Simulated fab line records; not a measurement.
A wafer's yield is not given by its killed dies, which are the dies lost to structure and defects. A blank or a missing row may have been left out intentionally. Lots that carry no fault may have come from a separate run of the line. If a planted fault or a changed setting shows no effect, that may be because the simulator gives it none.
Comparing a struck lot with a sound one :: flow nand harc :: 17 steps out of a route of 1302
Sound: the wafers L876.2, L876.3, L876.4. Struck: wafers L865.2, L865.3, L865.6. The cause is named last.
Each step with rows lists, per side, the tool, then ch with its chambers, then its first start. Under that, the readings that differ: sound wafers :: struck wafers :: difference of the means :: sigmas: that difference in standard deviations of wafers without a fault.
alike: readings whose means differ by less than 2 such deviations, and words and numbers that are the same on both sides. not compared: withheld readings, readings that some wafer has no value for, bounds like >300 that may hide the same value, and numbers for which the record gives no deviation and whose values overlap.
A row with sigmas, a row that says differs or no value, or rows on one side alone: a step with any of these is where the two part. Numbers that don't overlap but have no deviation are shown without sigmas and don't part them. A reading missing from all wafers of one side parts the sides only when that side holds two or more wafers.

NHARC_P_GATE_CD_MEAS_46: target cd 720 nm.
  sound on cd sem-03 ch 0, day 11 16:32; struck on cd sem-03 ch 0, day 6 20:11
  alike: cd nm
then, 1 step without rows for these wafers: NHARC_P_GATE_HARDBAKE_47 (time 80 s).
NHARC_P_GATE_DESCUM_48: chemistry O2, time 3 s.
  sound on rie diel-07 ch 0,1,3, day 11 16:42; struck on rie diel-07 ch 0,3, day 6 20:21
  alike: drypump motor current A, oes product au, rf vpp V, showerhead plenum p Torr, throttle valve pct
  not compared: rf hours counter h
then, 1 step without rows for these wafers: NHARC_P_GATE_IMPLANT_49.
NHARC_P_GATE_STRIP_111: strips in N2/H2, time 250 s.
  sound on plasma asher-01 ch 0,1, day 11 17:15; struck on plasma asher-02 ch 0,1, day 6 20:56
  alike: drypump motor current A, heater power w
  not compared: rf hours counter h
NHARC_P_GATE_STRIP_75: strips in O2.
  sound on plasma asher-01 ch 0,1, day 11 17:33; struck on plasma asher-02 ch 0,1, day 6 21:11
  alike: drypump motor current A, heater power w
  not compared: rf hours counter h
then, 6 steps without rows for these wafers: NHARC_P_GATE_STRIP_50 (strips in SPM, time 900 s); NHARC_P_GATE_DEHYDRATE_51 (time 120 s); NHARC_P_GATE_HMDS_52 (time 30 s); NHARC_P_GATE_COAT_53; NHARC_P_GATE_SOFTBAKE_54 (time 95 s); NHARC_P_GATE_EBR_55.
NHARC_P_GATE_EXPOSE_56: exposes mask P PSD, target cd 720 nm.
  sound on krf scanner-03 ch 0, day 11 18:19; struck on krf scanner-03 ch 0, day 6 21:50
reading: mask
sound: P_PSD#0 P_PSD#0 P_PSD#0
struck: P_HVN#0 P_HVN#0 P_HVN#0
difference: differs
sigmas: 
then, 2 steps without rows for these wafers: NHARC_P_GATE_PEB_57 (peb time 85 s); NHARC_P_GATE_DEVELOP_58 (time 70 s).
NHARC_P_GATE_CD_MEAS_59: target cd 720 nm.
  sound on cd sem-02 ch 0, day 11 18:29; struck on cd sem-03 ch 0, day 6 21:59
reading: cd nm (nm)
sound: 719.4 718.6 718.7
struck: - - -
difference: no value on the struck wafers
sigmas: 
then, 1 step without rows for these wafers: NHARC_P_GATE_HARDBAKE_60 (time 80 s).

== WHERE THEY PART ==
Earliest at NHARC_P_GATE_EXPOSE_56; latest, in this record, at NHARC_P_GATE_CD_MEAS_59.

WHY: what had been put in by the simulator
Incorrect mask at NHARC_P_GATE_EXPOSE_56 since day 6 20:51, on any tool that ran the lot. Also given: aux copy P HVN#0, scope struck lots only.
